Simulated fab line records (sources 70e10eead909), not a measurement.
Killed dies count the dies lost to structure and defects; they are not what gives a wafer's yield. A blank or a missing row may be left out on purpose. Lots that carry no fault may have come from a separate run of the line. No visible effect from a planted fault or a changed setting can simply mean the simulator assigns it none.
fab line records	flow nandHarc
[record] lots = 14	wafers = 42	lastDay = 24
route steps=1159 shown P_ZERO_WELL@14 P_STI@81
lots that met no fault: taken from a fault-free run of the same line
startH: start of the lot's first displayed wafer, in hours after the record's first day	waitH: how many hours have passed since the lot's step before this one	" unchanged from the row above	L1.1+2: a single row standing in for several wafers	- either no value or no given start	* or withheld: withheld	< > ~ a bound
route shown NAME@n: a module of which the file shows steps, and the number in the route of the first	usual: average and standard deviation across the fault-free wafers	same: alike in all rows	chamber/n: place in a boat	sites: the reading at each site	_std_site: how widely they spread, as a standard deviation	_edge_site: outer sites' mean less inner sites'	radiusMm: how far each site lies from the wafer's centre	mask NAME#n: copy n	behind: the tool/chamber that last shaped the wafer	hold: reason for holding the lot/hours on hold/outcome of the hold	device: whichever transistor did not switch (one of n, p or np)	end of line: the route-end tests of the same wafers	step lacking rows: just its recipe	killed: dies that structure and defects cost at the first sort, which is not the same as the wafer's yield	map: a wafer's dies, marking killed ones x, the rest . and places with no die _
set.NAME: the run value of the setting; set.NAME@STEP: its run value at that earlier step	model.NAME: the simulator's own value behind a step, which no gauge read
a sample of lots followed through the steps of the route, with each step as a table and each wafer as a row
services: from which hour (startH, from the record's first day; less than 0 if before it) a tool's chamber was out of use, for how many hours, and why
[[steps]]
[step NHARC_P_ZERO_WELL_CD_MEAS_11]
[recipe] targetCdNm = 500	landingEnergyEv = 500
[usual] cdNm = 500.3/1.8
lot.wafer	tool	chamber	startH	waitH	cdNm
L345.3	cdSem-03	0	13.31	-	500.4
L345.4	"	0	"	"	499.8
L345.5	"	0	"	"	499.9
L346.2	cdSem-01	0	19.12	-	498.6
L346.3	"	0	"	"	497.7
L346.6	"	0	"	"	501.4
L348.2	cdSem-03	0	31.24	-	504.3
L348.4	"	0	"	"	498.3
L348.5	"	0	"	"	500.4
L349.1	cdSem-03	0	37.23	-	498.2
L349.2	"	0	"	"	501.3
L349.6	"	0	"	"	499.1
L350.1	cdSem-03	0	43.24	-	499.4
L350.2	"	0	"	"	500.0
L350.5	"	0	"	"	498.1
L351.1	cdSem-03	0	49.24	-	499.7
L351.3	"	0	"	"	502.4
L351.6	"	0	"	"	501.0
L354.2	cdSem-01	0	67.27	-	499.8
L354.3	"	0	"	"	500.5
L354.6	"	0	"	"	503.4
L355.1	cdSem-03	0	73.24	-	499.7
L355.2	"	0	"	"	499.7
L355.5	"	0	"	"	500.6
L360.2	cdSem-02	0	103.25	-	498.4
L360.4	"	0	"	"	499.1
L360.6	"	0	"	"	501.2
L361.1	cdSem-03	0	109.27	-	497.3
L361.3	"	0	"	"	499.8
L361.5	"	0	"	"	499.0
L363.2	cdSem-01	0	121.23	-	498.7
L363.3	"	0	"	"	499.1
L363.6	"	0	"	"	498.8
L365.1	cdSem-01	0	133.25	-	499.3
L365.3	"	0	"	"	499.6
L365.6	"	0	"	"	498.5
L366.2	cdSem-01	0	139.23	-	498.0
L366.4	"	0	"	"	499.7
L366.6	"	0	"	"	500.1
L368.3	cdSem-03	0	151.18	-	501.0
L368.4	"	0	"	"	496.3
L368.5	"	0	"	"	498.6
[step NHARC_P_ZERO_WELL_ETCH_62]
[recipe] targetDepthA = 130	timeS = 6.5	chf3FlowSccm = 50	arFlowSccm = 200	rfW = 500	biasW = 200	chemistry = CHF3/Ar
[usual] drypumpMotorCurrentA = 5.6/0.41	oesProductAu = 0.962/0.018	rfVppV = 370.9/2.6	showerheadPlenumPTorr = 2.36/0.11	throttleValvePct = 20.217/0.0086
[same] timeS = 6.5
lot.wafer	tool	chamber	startH	waitH	drypumpMotorCurrentA	oesProductAu	rfHoursCounterH	rfVppV	showerheadPlenumPTorr	throttleValvePct
L345.4	rieDiel-13	1	-	-	5.2	0.965	6	371.1	2.34	20.225
L345.3	"	2	"	"	5.9	0.956	6	374.0	2.52	20.211
L345.5	"	0	"	"	5.4	0.988	-	371.9	2.44	20.212
L346.2	rieDiel-13	1	-	-	5.2	0.969	7	371.0	2.34	20.219
L346.3	"	3	"	"	5.8	0.982	7	368.3	2.22	20.216
L346.6	"	0	"	"	5.4	0.966	-	373.3	2.44	20.218
L348.2	rieDiel-13	2	-	-	5.9	0.965	7	374.0	2.52	20.234
L348.4	"	2	"	"	5.9	0.947	-	374.5	2.52	20.211
L348.5	"	3	"	"	5.8	0.967	-	368.6	2.22	20.221
L349.2	rieDiel-13	2	-	-	5.9	0.948	7	375.3	2.52	20.211
L349.1	"	3	"	"	5.8	0.973	7	368.8	2.22	20.228
L349.6	"	2	"	"	5.9	0.941	-	375.5	2.52	20.226
L350.1	rieDiel-02	3	-	-	5.4	0.985	3	370.7	2.32	20.224
L350.2	"	1	"	"	6.2	0.940	5	367.1	2.21	20.226
L350.5	"	3	"	"	5.4	0.979	-	370.3	2.32	20.225
L351.3	rieDiel-02	1	-	-	6.1	0.944	5	367.9	2.21	20.222
L351.1	"	0	"	"	5.0	0.990	4	367.4	2.24	20.198
L351.6	"	1	"	"	6.1	0.949	-	369.2	2.21	20.200
L354.2	rieDiel-13	2	-	-	5.9	0.973	10	374.1	2.52	20.207
L354.3	"	3	"	"	5.8	0.969	9	367.7	2.22	20.226
L354.6	"	2	"	"	5.9	0.974	-	374.0	2.52	20.221
L355.2	rieDiel-13	1	-	-	5.1	0.970	10	370.7	2.34	20.220
L355.1	"	2	"	"	5.9	0.970	10	375.4	2.52	20.215
L355.5	"	0	"	"	5.4	0.972	-	373.2	2.44	20.203
L360.2	rieDiel-09	1	-	-	6.3	0.970	1	373.4	2.47	20.226
L360.4	"	2	"	"	5.2	0.977	1	372.9	2.46	20.216
L360.6	"	1	"	"	6.4	0.972	-	374.0	2.47	20.226
L361.3	rieDiel-02	0	-	-	5.0	0.967	7	366.9	2.24	20.213
L361.1	"	1	"	"	6.1	0.937	9	366.7	2.21	20.209
L361.5	"	0	"	"	5.0	0.958	-	367.3	2.24	20.239
L363.3	rieDiel-13	0	-	-	5.4	0.954	2	373.0	2.44	20.216
L363.2	"	3	"	"	5.8	0.986	1	366.9	2.22	20.219
L363.6	"	0	"	"	5.5	0.968	-	371.8	2.44	20.229
L365.1	rieDiel-13	2	-	-	5.9	0.909	2	373.1	2.52	20.224
L365.3	"	0	"	"	5.4	0.919	2	372.9	2.44	20.222
L365.6	"	2	"	"	5.9	0.916	-	375.5	2.52	20.227
L366.2	rieDiel-09	0	-	-	6.3	0.953	5	367.7	2.25	20.212
L366.4	"	2	"	"	5.2	0.978	4	373.2	2.46	20.212
L366.6	"	0	"	"	6.3	0.951	-	369.8	2.25	20.215
L368.3	rieDiel-09	1	-	-	6.4	0.957	5	372.1	2.47	20.234
L368.4	"	2	"	"	5.2	0.964	5	371.9	2.46	20.218
L368.5	"	0	"	"	6.4	0.961	-	368.4	2.24	20.203
[step NHARC_P_STI_PEB_07]
[recipe] pebTempC = 128	pebTimeS = 80
[usual] heaterPowerTotalW = 189.8/0.8	plateTempC = 128.02/0.12	resistLineTempC = 23.00/0.11
[same] pebTimeS = 80
lot.wafer	tool	chamber	startH	waitH	heaterPowerTotalW	plateTempC	resistLineTempC
L345.3	lithoTrack-07	0	37.53	0.1	190.6	127.97	23.07
L345.4	"	0	"	"	188.5	128.02	22.97
L345.5	"	0	"	"	189.2	127.86	22.81
L346.2	lithoTrack-02	0	37.68	0.1	190.7	128.10	23.01
L346.3	"	0	"	"	190.9	128.29	23.03
L346.6	"	0	"	"	188.6	128.12	22.93
L348.2	lithoTrack-05	0	53.61	0.1	189.2	127.93	23.00
L348.4	"	0	"	"	190.8	128.06	22.97
L348.5	"	0	"	"	190.8	128.27	22.97
L349.1	lithoTrack-05	0	60.01	0.1	190.9	128.16	22.96
L349.2	"	0	"	"	190.3	128.02	23.07
L349.6	"	0	"	"	190.9	127.96	22.95
L350.1	lithoTrack-02	0	68.23	0.1	189.2	127.89	22.92
L350.2	"	0	"	"	190.2	127.90	22.99
L350.5	"	0	"	"	189.8	127.90	22.96
L351.1	lithoTrack-07	0	68.39	0.1	190.9	127.96	23.00
L351.3	"	0	"	"	189.6	128.03	23.09
L351.6	"	0	"	"	189.5	128.03	22.88
L354.2	lithoTrack-02	0	89.42	0.1	183.3	125.16	22.87
L354.3	"	0	"	"	183.4	125.18	23.07
L354.6	"	0	"	"	185.5	125.21	23.05
L355.1	lithoTrack-02	0	98.19	0.1	185.4	125.40	22.91
L355.2	"	0	"	"	185.3	125.46	23.17
L355.5	"	0	"	"	185.3	125.42	22.94
L361.1	lithoTrack-07	0	128.22	0.1	189.6	127.78	23.06
L361.3	"	0	"	"	190.6	127.98	22.99
L361.5	"	0	"	"	188.6	127.89	23.07
L360.2	lithoTrack-07	0	128.38	0.1	189.8	128.08	22.83
L360.4	"	0	"	"	190.7	127.87	23.01
L360.6	"	0	"	"	190.9	127.97	22.99
L363.2	lithoTrack-05	0	142.68	0.1	189.5	127.72	22.95
L363.3	"	0	"	"	189.3	127.99	22.71
L363.6	"	0	"	"	188.6	127.88	22.88
L365.1	lithoTrack-07	0	155.01	0.1	190.9	128.15	23.01
L365.3	"	0	"	"	189.3	128.26	23.05
L365.6	"	0	"	"	188.7	128.05	23.16
L366.2	lithoTrack-05	0	160.88	0.1	190.5	127.97	23.05
L366.4	"	0	"	"	189.4	127.94	22.95
L366.6	"	0	"	"	188.6	128.11	23.10
L368.3	lithoTrack-07	0	172.72	0.1	190.4	128.03	23.11
L368.4	"	0	"	"	188.6	128.17	23.19
L368.5	"	0	"	"	190.7	128.13	23.21
[step NHARC_P_STI_CD_MEAS_09]
[recipe] targetCdNm = 200	landingEnergyEv = 500
[usual] cdNm = 199.6/1.7
lot.wafer	tool	chamber	startH	waitH	cdNm
L345.3	cdSem-02	0	37.62	-	199.9
L345.4	"	0	"	"	199.8
L345.5	"	0	"	"	201.8
L346.2	cdSem-03	0	37.77	-	200.3
L346.3	"	0	"	"	199.6
L346.6	"	0	"	"	201.9
L348.2	cdSem-03	0	53.70	-	199.4
L348.4	"	0	"	"	199.0
L348.5	"	0	"	"	199.4
L349.1	cdSem-03	0	60.10	-	201.7
L349.2	"	0	"	"	200.8
L349.6	"	0	"	"	200.1
L350.1	cdSem-02	0	68.32	-	201.3
L350.2	"	0	"	"	199.5
L350.5	"	0	"	"	202.1
L351.1	cdSem-01	0	68.48	-	199.5
L351.3	"	0	"	"	198.4
L351.6	"	0	"	"	200.3
L354.2	cdSem-03	0	89.51	-	173.0
L354.3	"	0	"	"	173.2
L354.6	"	0	"	"	173.9
L355.1	cdSem-02	0	98.27	-	178.4
L355.2	"	0	"	"	175.7
L355.5	"	0	"	"	177.1
L361.1	cdSem-03	0	128.31	-	197.4
L361.3	"	0	"	"	200.9
L361.5	"	0	"	"	200.9
L360.2	cdSem-01	0	128.47	-	199.4
L360.4	"	0	"	"	197.6
L360.6	"	0	"	"	199.0
L363.2	cdSem-03	0	142.77	-	197.1
L363.3	"	0	"	"	198.8
L363.6	"	0	"	"	199.0
L365.1	cdSem-01	0	155.09	-	198.7
L365.3	"	0	"	"	200.2
L365.6	"	0	"	"	197.2
L366.2	cdSem-02	0	160.96	-	202.1
L366.4	"	0	"	"	202.6
L366.6	"	0	"	"	199.7
L368.3	cdSem-03	0	172.81	-	197.2
L368.4	"	0	"	"	196.6
L368.5	"	0	"	"	199.2
[step NHARC_P_STI_DESCUM_14]
[recipe] timeS = 3	o2FlowSccm = 200	arFlowSccm = 0	biasPowerW = 0	chemistry = O2
[usual] drypumpMotorCurrentA = 5.5/0.53	oesProductAu = 1.001/0.0095	rfVppV = 57.9/0.87	showerheadPlenumPTorr = 1.95/0.082	throttleValvePct = 11.310/0.009
[same] timeS = 3
lot.wafer	tool	chamber	startH	waitH	drypumpMotorCurrentA	oesProductAu	rfHoursCounterH	rfVppV	showerheadPlenumPTorr	throttleValvePct
L345.4	rieDiel-11	3	37.87	-	5.8	1.018	0.8	57.4	1.85	11.304
L345.3	"	1	"	"	4.9	0.997	0.8	57.7	1.82	11.295
L345.5	"	3	"	"	5.8	1.019	-	57.2	1.85	11.308
L346.3	rieDiel-05	3	38.04	-	4.9	0.994	0.9	58.4	2.06	11.317
L346.2	"	1	"	"	4.8	1.006	1.0	57.4	1.98	11.321
L346.6	"	2	"	"	6.2	0.995	-	55.6	1.88	11.321
L348.4	rieDiel-11	0	53.97	-	5.0	1.013	2.2	59.7	2.04	11.311
L348.2	"	1	"	"	4.9	0.999	2.0	57.9	1.82	11.303
L348.5	"	3	"	"	5.8	1.014	-	57.3	1.85	11.304
L349.1	rieDiel-01	0	60.38	-	5.6	0.987	3.2	58.8	2.00	11.316
L349.2	"	1	"	"	5.2	0.992	3.4	59.1	1.98	11.321
L349.6	"	2	"	"	6.1	0.979	-	57.5	1.97	11.306
L350.2	rieDiel-05	3	68.59	-	4.9	0.993	1.8	58.1	2.06	11.315
L350.1	"	0	"	"	6.0	1.005	2.2	56.6	1.89	11.309
L350.5	"	3	"	"	4.9	1.002	-	58.4	2.06	11.303
L351.3	rieDiel-01	0	68.75	-	5.6	0.995	3.6	57.8	2.00	11.297
L351.1	"	1	"	"	5.2	1.005	3.8	58.2	1.98	11.312
L351.6	"	2	"	"	6.1	0.984	-	58.1	1.97	11.314
L354.3	rieDiel-01	2	89.79	-	6.1	0.988	4.4	59.0	1.97	11.310
L354.2	"	3	"	"	6.3	1.003	4.6	57.4	2.02	11.299
L354.6	"	1	"	"	5.2	0.991	-	59.2	1.98	11.315
L355.1	rieDiel-01	2	98.53	-	6.1	0.995	4.8	57.0	1.97	11.300
L355.2	"	0	"	"	5.6	0.984	4.5	57.1	2.00	11.320
L355.5	"	0	"	"	5.6	0.996	-	57.5	2.00	11.309
L361.3	rieDiel-11	0	128.57	-	5.0	1.000	6.3	57.3	2.04	11.307
L361.1	"	3	"	"	5.8	1.009	6.0	56.5	1.85	11.310
L361.5	"	0	"	"	5.0	1.007	-	59.1	2.04	11.313
L360.2	rieDiel-05	0	128.75	-	5.9	1.004	3.8	57.9	1.89	11.298
L360.4	"	1	"	"	4.8	1.007	3.7	57.9	1.98	11.311
L360.6	"	2	"	"	6.2	1.012	-	57.5	1.88	11.317
L363.3	rieDiel-11	2	143.04	-	5.4	1.001	5.7	57.6	1.82	11.312
L363.2	"	3	"	"	5.8	1.013	7.5	57.0	1.85	11.319
L363.6	"	1	"	"	4.9	1.007	-	58.6	1.81	11.316
L365.1	rieDiel-11	3	155.37	-	5.8	1.012	8.0	56.7	1.85	11.304
L365.3	"	0	"	"	5.0	1.009	8.4	57.7	2.04	11.308
L365.6	"	2	"	"	5.4	1.002	-	55.8	1.82	11.309
L366.4	rieDiel-05	0	161.23	-	5.9	1.004	4.4	57.3	1.89	11.314
L366.2	"	2	"	"	6.3	1.018	3.5	57.1	1.88	11.304
L366.6	"	3	"	"	4.9	1.004	-	59.4	2.06	11.305
L368.3	rieDiel-11	0	173.06	-	5.1	1.003	9.3	59.0	2.04	11.299
L368.4	"	0	"	"	5.1	0.995	-	58.2	2.04	11.310
L368.5	"	1	"	"	4.9	1.011	-	56.6	1.81	11.303
[step NHARC_P_STI_CD_MEAS_16]
[usual] cdNm = 198.9/1.8
lot.wafer	tool	chamber	startH	waitH	cdNm
L345.3	cdSem-02	-	38.31	-	198.5
L345.4	"	-	"	"	198.9
L345.5	"	-	"	"	200.6
L346.2	cdSem-02	-	38.47	-	198.7
L346.3	"	-	"	"	199.7
L346.6	"	-	"	"	202.6
L348.2	cdSem-03	-	54.41	-	199.9
L348.4	"	-	"	"	198.7
L348.5	"	-	"	"	198.5
L349.1	cdSem-03	-	60.80	-	202.7
L349.2	"	-	"	"	197.7
L349.6	"	-	"	"	198.2
L351.1	cdSem-02	-	69.18	-	198.5
L351.3	"	-	"	"	197.5
L351.6	"	-	"	"	199.2
L350.1	cdSem-01	-	69.50	-	199.8
L350.2	"	-	"	"	199.1
L350.5	"	-	"	"	202.0
L354.2	cdSem-03	-	90.25	-	172.3
L354.3	"	-	"	"	172.2
L354.6	"	-	"	"	173.1
L355.1	cdSem-02	-	99.04	-	177.4
L355.2	"	-	"	"	175.9
L355.5	"	-	"	"	175.9
L361.1	cdSem-02	-	129.00	-	196.1
L361.3	"	-	"	"	200.6
L361.5	"	-	"	"	199.1
L360.2	cdSem-02	-	129.18	-	197.3
L360.4	"	-	"	"	196.8
L360.6	"	-	"	"	200.0
L363.2	cdSem-01	-	143.47	-	197.0
L363.3	"	-	"	"	198.6
L363.6	"	-	"	"	198.9
L365.1	cdSem-03	-	155.80	-	198.0
L365.3	"	-	"	"	198.9
L365.6	"	-	"	"	196.5
L366.2	cdSem-03	-	161.66	-	201.2
L366.4	"	-	"	"	201.0
L366.6	"	-	"	"	199.1
L368.3	cdSem-02	-	173.57	-	197.2
L368.4	"	-	"	"	194.3
L368.5	"	-	"	"	200.0
[step NHARC_P_STI_OCD_MEAS_17]
[usual] trenchDepthNm = 300/4.3	trenchFootCdNm = 157.7/1.8
lot.wafer	tool	chamber	startH	waitH	trenchDepthNm	trenchFootCdNm
L345.3	ocd-01	-	38.40	0.1	306	157.2
L345.4	"	-	"	"	299	158.2
L345.5	"	-	"	"	296	160.5
L346.2	ocd-01	-	38.55	0.1	299	157.4
L346.3	"	-	"	"	301	157.8
L346.6	"	-	"	"	296	161.0
L348.2	ocd-01	-	54.49	0.1	303	157.0
L348.4	"	-	"	"	300	156.3
L348.5	"	-	"	"	296	157.9
L349.1	ocd-01	-	60.88	0.1	294	160.4
L349.2	"	-	"	"	292	159.7
L349.6	"	-	"	"	295	158.9
L351.1	ocd-01	-	69.26	0.1	301	157.0
L351.3	"	-	"	"	299	156.6
L351.6	"	-	"	"	297	158.3
L350.1	ocd-01	-	69.59	0.1	302	159.4
L350.2	"	-	"	"	308	156.9
L350.5	"	-	"	"	301	159.6
L354.2	ocd-01	-	90.33	0.1	299	130.8
L354.3	"	-	"	"	299	132.0
L354.6	"	-	"	"	297	132.7
L355.1	ocd-01	-	99.14	0.1	294	137.4
L355.2	"	-	"	"	292	135.0
L355.5	"	-	"	"	293	136.1
L361.1	ocd-01	-	129.09	0.1	305	154.9
L361.3	"	-	"	"	294	160.0
L361.5	"	-	"	"	292	160.6
L360.2	ocd-01	-	129.27	0.1	296	157.8
L360.4	"	-	"	"	305	154.8
L360.6	"	-	"	"	294	157.8
L363.2	ocd-01	-	143.57	0.1	300	155.0
L363.3	"	-	"	"	299	157.1
L363.6	"	-	"	"	300	156.1
L365.1	ocd-01	-	155.90	0.1	296	157.3
L365.3	"	-	"	"	302	157.6
L365.6	"	-	"	"	302	155.1
L366.2	ocd-01	-	161.74	0.1	305	159.4
L366.4	"	-	"	"	304	159.7
L366.6	"	-	"	"	304	157.1
L368.3	ocd-01	-	173.66	0.1	303	154.5
L368.4	"	-	"	"	300	154.2
L368.5	"	-	"	"	302	157.4
[[services]]
tool	chamber	startH	hours	kind
lithoTrack-02	-	-10.00	7.0	pm
rieDiel-05	2	-0.88	2.8	repair
rieDiel-11	-	12.50	9.0	pm
lithoTrack-07	-	14.00	7.0	pm
rieDiel-02	3	27.99	4.8	repair
rieDiel-01	-	29.30	1.0	repair
rieDiel-13	1	30.14	9.0	repair
rieDiel-05	2	53.34	15.6	repair
rieDiel-05	3	60.61	2.9	repair
lithoTrack-05	-	62.00	7.0	pm
rieDiel-02	-	75.03	1.0	repair
rieDiel-11	2	76.15	14.3	repair
rieDiel-09	-	77.10	9.0	pm
rieDiel-11	-	83.08	0.3	repair
rieDiel-01	3	91.63	16.4	repair
rieDiel-13	-	99.00	9.0	pm
rieDiel-13	3	108.97	5.8	repair
rieDiel-01	1	110.15	6.1	repair
rieDiel-05	0	117.56	1.6	repair
rieDiel-01	-	137.80	9.0	pm
rieDiel-01	1	152.81	12.9	repair
rieDiel-05	-	163.61	9.0	pm
lithoTrack-02	-	165.00	7.0	pm
rieDiel-11	2	172.02	2.8	repair
[[key]]
[firstSign] step = NHARC_P_STI_PEB_07	reading = plateTempC	direction = down	sigmas = 22	usual = *	struck = *
[effect] step = NHARC_P_STI_PEB_07	reading = heaterPowerTotalW	direction = down	sigmas = 6.4	usual = *	struck = *
[effect] step = NHARC_P_STI_CD_MEAS_09	reading = cdNm	direction = down	sigmas = 15	usual = 199.6	struck = 175.2
[effect] step = NHARC_P_STI_CD_MEAS_16	reading = cdNm	direction = down	sigmas = 13	usual = 198.9	struck = 174.5
[effect] step = NHARC_P_STI_OCD_MEAS_17	reading = trenchFootCdNm	direction = down	sigmas = 13	usual = 157.7	struck = 134.0
metAt NHARC_P_STI_PEB_07
struckLots L354,L355
sortLeftOut L354.2,L354.3,L354.6,L355.1,L355.2,L355.5
testerLeftOut L354,L355
notActingAt NHARC_P_ZERO_WELL_CD_MEAS_11,NHARC_P_ZERO_WELL_ETCH_62,NHARC_P_STI_DESCUM_14
onsetBetween 68.23 89.42
[fault] kind = processParameterDrift	tool = lithoTrack-02	chamber = -	onsetH = 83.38	steps = NHARC_P_STI_PEB_07	channel = pebTempC	offset = *	shape = step	endH = 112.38	actsIn = *	stated = *
// testerLeftOut: of these lots the tester's yield and bins aren't shown, on N5 and GAA mostly nor the transistor test; their killed dies are dies lost to structure and defects alone, not to doping, threshold or leakage, so they don't give the yield
// sortLeftOut: the simulated sort isn't trusted on such a fault, so these wafers' sort isn't shown, and their yield isn't known
